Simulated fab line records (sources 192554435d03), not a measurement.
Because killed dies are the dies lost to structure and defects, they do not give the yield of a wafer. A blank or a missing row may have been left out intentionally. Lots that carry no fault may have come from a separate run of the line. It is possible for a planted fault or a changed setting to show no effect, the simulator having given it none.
Chamber matching | flow n5Finfet | N5_BEOL_M9_ETCH_66 on rieDiel-02 has 4 sister chambers
The step etches SOC in N2/H2, target depth 80 nm, overetch 16 nm, time 120 s. 4 wafers are shown with their chamber, then 7 later ones without.

WAFERS, EACH WITH ITS CHAMBER
wafer  | chamber | showerheadPlenumPTorr (Torr)
L089.4 | 0       | 2.69
L089.6 | 1       | 2.42
L093.1 | 2       | 2.62
L093.2 | 3       | 2.48

WAFERS WITH NO CHAMBER GIVEN
wafer  | showerheadPlenumPTorr (Torr)
L093.5 | 2.69
L096.1 | 2.62
L096.2 | 2.42
L096.3 | 2.68
L097.2 | 2.48
L097.4 | 2.48
L097.6 | 2.41

WHICH CHAMBER EACH ONE RAN IN
wafer  | from the rows above | in truth
L093.5 | 0                   | 0
L096.1 | 2                   | 2
L096.2 | 1                   | 1
L096.3 | 0                   | 0
L097.2 | 3                   | 3
L097.4 | 3                   | 3
L097.6 | 1                   | 1
Placed correctly: 7 of 7. Can't be placed from these rows: 0. Wrongly placed: 0.
How it was worked out, from the rows above alone: a wafer's distance from a chamber is the root of the sum, over the readings, of the square of ((its reading less the chamber's mean) divided by the reading's scatter). If the next closest chamber is less than 2 further off than the closest, the wafer can't be placed; otherwise it belongs to the closest. The mean given for a chamber averages the wafers shown for that chamber. The scatter (one wafer shown for each chamber): square how far every hidden wafer sits from the nearest shown wafer, average those squares and take the square root.
